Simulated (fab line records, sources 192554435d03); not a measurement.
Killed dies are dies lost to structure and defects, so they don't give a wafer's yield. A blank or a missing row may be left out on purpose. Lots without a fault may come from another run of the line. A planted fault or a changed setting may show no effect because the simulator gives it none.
Chamber matching | flow n5_finfet | N5_BEOL_M6_CURE_74 on uv_cure-03: 3 sister chambers
The step cures SiCOH lowk, time 240 s. 6 wafers are shown with their chamber, then 12 later ones without.

WAFERS WITH THEIR CHAMBER
wafer  | chamber | wafer_temp_C_max | lamp_power_pct (%)
L082.3 | 2       | 386.1            | 52.34
L082.5 | 2       | 386.3            | 52.25
L087.4 | 1       | 386.9            | 52.34
L087.5 | 1       | 386.5            | 52.31
L089.4 | 0       | 387.8            | 52.31
L089.6 | 0       | 387.4            | 52.24

WAFERS WITHOUT THEIR CHAMBER
wafer  | wafer_temp_C_max | lamp_power_pct (%)
L091.1 | 386.6            | 52.41
L091.2 | 386.4            | 52.35
L091.6 | 386.2            | 52.40
L091.3 | 386.5            | 52.32
L091.4 | 387.2            | 52.40
L091.5 | 386.4            | 52.33
L095.1 | 387.1            | 52.33
L095.4 | 387.2            | 52.23
L095.5 | 387.0            | 52.22
L097.1 | 387.8            | 52.24
L097.2 | 387.2            | 52.33
L097.6 | 387.5            | 52.24

WHICH CHAMBER EACH WENT THROUGH
wafer  | from the rows above          | in truth
L091.1 | can't be placed: 1 or 2      | 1
L091.2 | can't be placed: 1 or 2      | 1
L091.6 | can't be placed: 2 or 1      | 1
L091.3 | can't be placed: 1 or 2      | 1
L091.4 | can't be placed: 1 or 0      | 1
L091.5 | can't be placed: 2 or 1      | 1
L095.1 | can't be placed: 1 or 0      | 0
L095.4 | can't be placed: 0 or 1      | 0
L095.5 | can't be placed: 1 or 0 or 2 | 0
L097.1 | 0                            | 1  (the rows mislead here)
L097.2 | can't be placed: 0 or 1      | 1
L097.6 | 0                            | 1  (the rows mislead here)
Placed correctly: 0 of 12. Can't be placed from these rows: 10 (the true chamber is among the candidates in 10). Placed wrongly: 2.
How it was worked out, from the rows above alone: a wafer's distance from a chamber is the root of the sum, over the readings, of the square of ((its reading less the chamber's mean) divided by the reading's scatter). The wafer belongs to the nearest chamber; if the next one is less than 2 further off, it can't be placed. A chamber's mean is the mean of its shown wafers. The scatter: the root of (the sum of the squares of (reading less its chamber's mean) over the shown wafers, divided by (wafers less chambers)).
